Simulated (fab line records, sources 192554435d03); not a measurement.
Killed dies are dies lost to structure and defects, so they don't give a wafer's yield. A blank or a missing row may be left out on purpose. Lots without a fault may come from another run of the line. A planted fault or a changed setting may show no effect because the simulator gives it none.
Which tool did it? | flow n5_finfet | 8 lots, 24 wafers sampled, at 7 steps of a route of 1938

WHAT THE GAUGES READ, wafer by wafer
N5_FIN_SAQP_THK_MEAS_05.
lot  | measured    | on            | thk_nm (nm)
L337 | day 1 20:57 | film_metro-01 | 38.1 37.6 38.8
L340 | day 2 14:47 | film_metro-02 | 37.7 37.9 37.8
L341 | day 2 20:35 | film_metro-01 | 38.0 37.6 38.3
L346 | day 4 03:43 | film_metro-02 | 56.3 37.6 37.5
L347 | day 4 09:27 | film_metro-01 | 37.7 37.9 38.6
L355 | day 6 10:35 | film_metro-02 | 37.5 37.0 37.8
L358 | day 7 02:41 | film_metro-01 | 36.9 37.6 38.5
L359 | day 7 08:53 | film_metro-02 | 37.2 37.2 38.2

N5_BEOL_M4_RC_MEAS_101.
lot  | measured     | on        | DIBL_N (mV/V)  | DIBL_P (mV/V)  | IOFF_N (nA/um)    | IOFF_P (nA/um) | ION_N (uA/um) | ION_P (uA/um) | SS_N (mV/dec)  | SS_P (mV/dec)  | VT_N (mV)         | VT_P (mV)
L337 | day 8 00:08  | prober-02 | 36.6 35.5 36.9 | 36.5 34.1 37.0 | 0.169 0.153 0.187 | 0.20 0.18 0.21 | 686 669 699   | 462 451 465   | 70.9 70.7 71.5 | 72.7 72.3 73.4 | 248.1 248.6 246.2 | -253 -252 -252
L340 | day 8 18:12  | prober-02 | 36.8 36.2 35.0 | 37.2 36.3 35.3 | 0.173 0.167 0.147 | 0.19 0.19 0.17 | 674 685 668   | 449 455 453   | 71.8 71.4 71.9 | 73.8 72.5 72.8 | 246.7 246.7 251.3 | -254 -254 -254
L341 | day 9 00:22  | prober-02 | 34.6 36.9 37.7 | 33.8 36.4 38.1 | 0.118 0.154 0.176 | 0.20 0.25 0.27 | 651 661 682   | 458 462 477   | 70.6 72.2 72.1 | 72.5 72.9 74.1 | 254.1 247.8 249.6 | -248 -247 -243
L346 | day 10 09:15 | prober-01 | 33.9 34.4 35.0 | 33.0 34.8 34.5 | 0.117 0.137 0.145 | 0.15 0.18 0.18 | 637 651 659   | 442 451 446   | 71.7 70.9 71.7 | 72.4 72.5 73.3 | 255.3 252.9 254.1 | -253 -254 -253
L347 | day 10 02:36 | prober-02 | 37.4 37.1 35.2 | 37.7 37.6 35.3 | 0.189 0.195 0.146 | 0.24 0.24 0.20 | 675 708 686   | 464 472 470   | 71.9 71.1 71.2 | 73.2 73.7 73.1 | 245.7 246.1 252.9 | -250 -247 -251
L355 | day 11 22:14 | prober-01 | 35.6 35.3 37.2 | 34.6 34.4 37.2 | 0.142 0.139 0.175 | 0.17 0.17 0.21 | 658 671 675   | 449 454 463   | 71.2 71.2 71.5 | 72.6 72.4 73.6 | 251.1 253.0 246.6 | -254 -258 -252
L358 | day 13 15:14 | prober-02 | 35.1 36.0 35.1 | 34.8 35.2 35.0 | 0.137 0.146 0.142 | 0.19 0.20 0.20 | 665 666 662   | 460 455 456   | 70.9 71.1 70.9 | 73.0 72.9 72.6 | 250.8 251.1 248.0 | -250 -250 -248
L359 | day 13 12:08 | prober-02 | 35.3 34.5 35.9 | 31.4 30.9 32.4 | 0.130 0.117 0.137 | 0.15 0.14 0.16 | 674 669 660   | 453 450 446   | 71.3 70.8 70.6 | 72.9 72.6 72.0 | 250.6 251.5 250.8 | -258 -257 -255

WHICH TOOL RAN EACH LOT (tool, then ch and the chambers of the sampled wafers, then the start)
lot  | N5_PMOS_HMC_CHANNEL_EPI_HM_DEP_34 | N5_PMOS_HMC_CHANNEL_EPI_FIN_RECESS_16 | N5_FIN_SAQP_HM_DEP_03          | N5_FIN_SAQP_HM_DEP_72          | N5_FIN_SAQP_HM_OPEN_33
L337 | pecvd-01 ch 1,2, day 1 16:53      | rie_si-04 ch 0,1,3, day 1 18:02       | pecvd-02 ch 0,1,2, day 1 20:52 | pecvd-02 ch 0,2, day 1 21:12   | rie_diel-03 ch 0,2, day 2 01:21
L340 | pecvd-01 ch 0,1, day 2 10:54      | rie_si-01 ch 0,1, day 2 11:51         | pecvd-04 ch 0,1, day 2 14:42   | pecvd-01 ch 0,1, day 2 15:02   | rie_diel-03 ch 1,3, day 2 19:28
L341 | pecvd-01 ch 0,1,2, day 2 16:47    | rie_si-01 ch 0,1, day 2 17:36         | pecvd-04 ch 0,1,2, day 2 20:31 | pecvd-04 ch 0,1,2, day 2 20:51 | rie_diel-04 ch 0,1,3, day 3 01:25
L346 | pecvd-03 ch 0,1,2, day 3 23:02    | rie_si-03 ch 0,1, day 4 00:13         | pecvd-04 ch 0,1,2, day 4 03:38 | pecvd-01 ch 1,2, day 4 03:58   | rie_diel-04 ch 0,3, day 4 09:16
L347 | pecvd-04 ch 0,1, day 4 05:07      | rie_si-03 ch 1,2,3, day 4 06:04       | pecvd-02 ch 0,1, day 4 09:22   | pecvd-04 ch 0,1,2, day 4 09:41 | rie_diel-03 ch 0,1,3, day 4 14:19
L355 | pecvd-01 ch 0,1,2, day 6 05:27    | rie_si-03 ch 0,2,3, day 6 06:24       | pecvd-04 ch 0,1,2, day 6 10:30 | pecvd-01 ch 0,1,2, day 6 10:50 | rie_diel-04 ch 0,1,2, day 6 15:01
L358 | pecvd-01 ch 1,2, day 6 22:56      | rie_si-01 ch 1,3, day 6 23:46         | pecvd-04 ch 0,2, day 7 02:35   | pecvd-01 ch 1, day 7 02:55     | rie_diel-06 ch 1,2,3, day 7 07:38
L359 | pecvd-03 ch 0,1, day 7 04:49      | rie_si-04 ch 0,1,3, day 7 05:56       | pecvd-02 ch 0,2, day 7 08:46   | pecvd-04 ch 1,2, day 7 09:08   | rie_diel-04 ch 0,2,3, day 7 13:56
- N5_PMOS_HMC_CHANNEL_EPI_HM_DEP_34: deposits SiO2 from TEOS/O2, target thk 36 nm, time 6.9 s.
- N5_PMOS_HMC_CHANNEL_EPI_FIN_RECESS_16: chemistry HBr/Cl2, target Si, target depth 54 nm, time 18 s.
- N5_FIN_SAQP_HM_DEP_03: deposits SiNx from SiH4/NH3/N2, target thk 38 nm, time 33.6 s.
- N5_FIN_SAQP_HM_DEP_72: deposits SiO2 from SiH4/N2O, target thk 12 nm, time 7.2 s.
- N5_FIN_SAQP_HM_OPEN_33: chemistry CH3F/O2, target SiNx, target depth 49.4 nm, time 70.6 s.

WHAT THE TOOLS THEMSELVES READ (means of the sampled wafers that have a number; where no wafer has one, the mark that the record gives instead)
N5_PMOS_HMC_CHANNEL_EPI_HM_DEP_34.
lot  | tool     | chamber_pressure_Torr (Torr) | heater_power_outer_w (W) | heater_power_w (W) | showerhead_plenum_p_Torr (Torr) | showerhead_vpp_V (V) | throttle_valve_pct (%)
L337 | pecvd-01 | 6.512                        | 221                      | 418                | 8.319                           | 1876                 | 17.0
L340 | pecvd-01 | 6.514                        | 209                      | 397                | 8.301                           | 1920                 | 18.8
L341 | pecvd-01 | 6.501                        | 240                      | 433                | 8.320                           | 1899                 | 18.0
L346 | pecvd-03 | 6.486                        | 260                      | 494                | 8.312                           | 1834                 | 19.4
L347 | pecvd-04 | 6.497                        | 357                      | 688                | 8.335                           | 1863                 | 18.2
L355 | pecvd-01 | 6.498                        | 234                      | 423                | 8.306                           | 1890                 | 18.2
L358 | pecvd-01 | 6.492                        | 238                      | 432                | 8.359                           | 1869                 | 17.2
L359 | pecvd-03 | 6.511                        | 275                      | 496                | 8.310                           | 1804                 | 20.4

N5_PMOS_HMC_CHANNEL_EPI_FIN_RECESS_16.
lot  | tool      | drypump_motor_current_A (A) | oes_product_au (a.u.) | throttle_valve_pct (%)
L337 | rie_si-04 | 6.1                         | 0.996                 | 35.47
L340 | rie_si-01 | 6.1                         | 0.996                 | 35.66
L341 | rie_si-01 | 6.1                         | 0.995                 | 35.64
L346 | rie_si-03 | 5.5                         | 1.020                 | 35.03
L347 | rie_si-03 | 5.7                         | 1.004                 | 35.46
L355 | rie_si-03 | 5.7                         | 1.005                 | 35.40
L358 | rie_si-01 | 5.8                         | 1.011                 | 35.51
L359 | rie_si-04 | 6.1                         | 0.997                 | 35.46

N5_FIN_SAQP_HM_DEP_03.
lot  | tool     | chamber_pressure_Torr (Torr) | heater_power_outer_w (W) | heater_power_w (W) | showerhead_plenum_p_Torr (Torr) | showerhead_vpp_V (V) | throttle_valve_pct (%)
L337 | pecvd-02 | 1.499                        | 484                      | 804                | 5.13                            | 1125                 | 39.5
L340 | pecvd-04 | 1.500                        | 508                      | 856                | 5.14                            | 1098                 | 39.1
L341 | pecvd-04 | 1.499                        | 539                      | 884                | 5.09                            | 1072                 | 38.8
L346 | pecvd-04 | 1.501                        | 509                      | 838                | 5.09                            | 1065                 | 38.7
L347 | pecvd-02 | 1.499                        | 430                      | 720                | 5.13                            | 1177                 | 40.2
L355 | pecvd-04 | 1.502                        | 531                      | 888                | 5.10                            | 1066                 | 39.1
L358 | pecvd-04 | 1.503                        | 518                      | 832                | 5.12                            | 1086                 | 39.5
L359 | pecvd-02 | 1.501                        | 564                      | 902                | 5.14                            | 1089                 | 39.3

N5_FIN_SAQP_HM_DEP_72.
lot  | tool     | chamber_pressure_Torr (Torr) | heater_power_outer_w (W) | heater_power_w (W) | showerhead_plenum_p_Torr (Torr) | showerhead_vpp_V (V)
L337 | pecvd-02 | 0.7496                       | 611                      | 969                | 8.17                            | 1035
L340 | pecvd-01 | 0.7489                       | 412                      | 663                | 7.97                            | 1086
L341 | pecvd-04 | 0.7504                       | 524                      | 864                | 8.04                            | 1027
L346 | pecvd-01 | 0.7499                       | 362                      | 609                | 8.01                            | 1038
L347 | pecvd-04 | 0.7508                       | 511                      | 850                | 8.06                            | 1030
L355 | pecvd-01 | 0.7506                       | 425                      | 681                | 8.04                            | 1060
L358 | pecvd-01 | 0.7519                       | 353                      | 601                | 7.92                            | 1038
L359 | pecvd-04 | 0.7504                       | 512                      | 879                | 8.00                            | 995

N5_FIN_SAQP_HM_OPEN_33.
lot  | tool        | drypump_motor_current_A (A) | etch_rf_on_time_s (s) | oes_product_au (a.u.) | rf_vpp_V (V) | showerhead_plenum_p_Torr (Torr) | throttle_valve_pct (%)
L337 | rie_diel-03 | 5.4                         | 70.8                  | 0.59                  | 296.7        | 1.92                            | 16.4
L340 | rie_diel-03 | 5.6                         | 70.3                  | 0.61                  | 300.1        | 2.02                            | 16.5
L341 | rie_diel-04 | 5.6                         | 69.1                  | 0.66                  | 297.4        | 2.08                            | 16.4
L346 | rie_diel-04 | 5.4                         | 78.9                  | 0.79                  | 297.6        | 2.10                            | 16.3
L347 | rie_diel-03 | 5.5                         | 69.9                  | 0.67                  | 298.3        | 2.01                            | 16.5
L355 | rie_diel-04 | 5.6                         | 68.0                  | 0.69                  | 297.2        | 2.07                            | 16.3
L358 | rie_diel-06 | 5.6                         | 68.6                  | 0.66                  | 297.2        | 1.98                            | 16.5
L359 | rie_diel-04 | 5.5                         | 67.2                  | 0.75                  | 296.8        | 2.06                            | 16.0

THE ANSWER, worked out from the rows above alone
Rule: what is usual is taken from the lots themselves. Put in order of their means at a reading, lots are off if they are a third of the lots or fewer, leave a main group of 4 or more, and stand apart from it by a gap of 3 or more times the standard deviation of the main group's means; of several such gaps the widest counts. A main group whose means are all the same, to the digits that the tables above print for the reading, isn't used. A lot without any number at a reading at which 4 lots or more have one is off too. The other lots that the step has rows for count as sound. The gauges are gone through in route order, then the tools' own readings, and for those a lot's mean is taken as printed above. The first step at which some lot is off is used, and at that step the reading that is off furthest; a lot without a number counts as furthest.
Off: L346, at N5_FIN_SAQP_THK_MEAS_05 (thk_nm). The main group: mean 37.8 nm, standard deviation 0.26.
A tool fits if, at a process step before that reading, it ran every lot that is off, and no sound lot after the first of them. The gauges at N5_FIN_SAQP_THK_MEAS_05 aren't tried: what is off there is off at N5_PMOS_HMC_CHANNEL_EPI_FIN_RECESS_16 too, on other tools, and a gauge's error can't cause that. None of those tried fits.

WHAT THE SIMULATOR HAD PUT IN
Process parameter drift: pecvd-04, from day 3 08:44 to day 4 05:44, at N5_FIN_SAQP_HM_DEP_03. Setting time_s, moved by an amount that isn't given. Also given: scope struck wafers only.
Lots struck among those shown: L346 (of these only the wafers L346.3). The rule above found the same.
